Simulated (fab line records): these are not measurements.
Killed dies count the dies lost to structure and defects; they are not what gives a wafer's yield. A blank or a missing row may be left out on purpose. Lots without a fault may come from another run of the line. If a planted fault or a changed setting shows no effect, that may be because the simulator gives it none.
Chamber matching | flow n5 finfet | N5_BEOL_M0_SAQP_SPACER2_ALD_26 on ald sin-02: 4 sister chambers
The step deposits SiO2, target thk 15 nm, pulse time 1 s, purge time 2 s. 4 wafers are shown with their chamber, then 11 later ones without.

WAFERS PAIRED WITH THEIR CHAMBERS
wafer  | chamber | heater power w (W)
L085.5 | 0       | 484
L087.2 | 1       | 460
L087.5 | 3       | 486
L088.1 | 2       | 523

WAFERS WITHOUT THEIR CHAMBER
wafer  | heater power w (W)
L088.4 | 473
L088.5 | 471
L089.2 | 483
L089.3 | 465
L089.6 | 483
L093.3 | 454
L093.5 | 487
L093.6 | 492
L094.1 | 481
L094.4 | 529
L094.5 | 470

EACH ONE'S CHAMBER
wafer  | from the rows above          | in truth
L088.4 | can't be placed: 0 or 1 or 3 | 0
L088.5 | can't be placed: 1 or 0 or 3 | 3
L089.2 | can't be placed: 0 or 3      | 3
L089.3 | 1                            | 1
L089.6 | can't be placed: 0 or 3      | 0
L093.3 | 1                            | 1
L093.5 | can't be placed: 3 or 0      | 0
L093.6 | can't be placed: 3 or 0      | 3
L094.1 | can't be placed: 0 or 3      | 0
L094.4 | 2                            | 2
L094.5 | can't be placed: 1 or 0 or 3 | 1
Correct placement for 3 of the 11. These rows do not allow placing 8 (true chamber among the candidates in 8). Wrongly placed: 0.
How it was worked out, from the rows above alone: a wafer's distance from a chamber is the root of the sum, over the readings, of the square of ((its reading less the chamber's mean) divided by the reading's scatter). The wafer belongs to the nearest chamber; if the next one is less than 2 further off, it can't be placed. For every chamber, the mean is computed from those of its wafers that are shown. The scatter (one wafer shown for each chamber): square how far every hidden wafer sits from the nearest shown wafer, average those squares and take the square root.
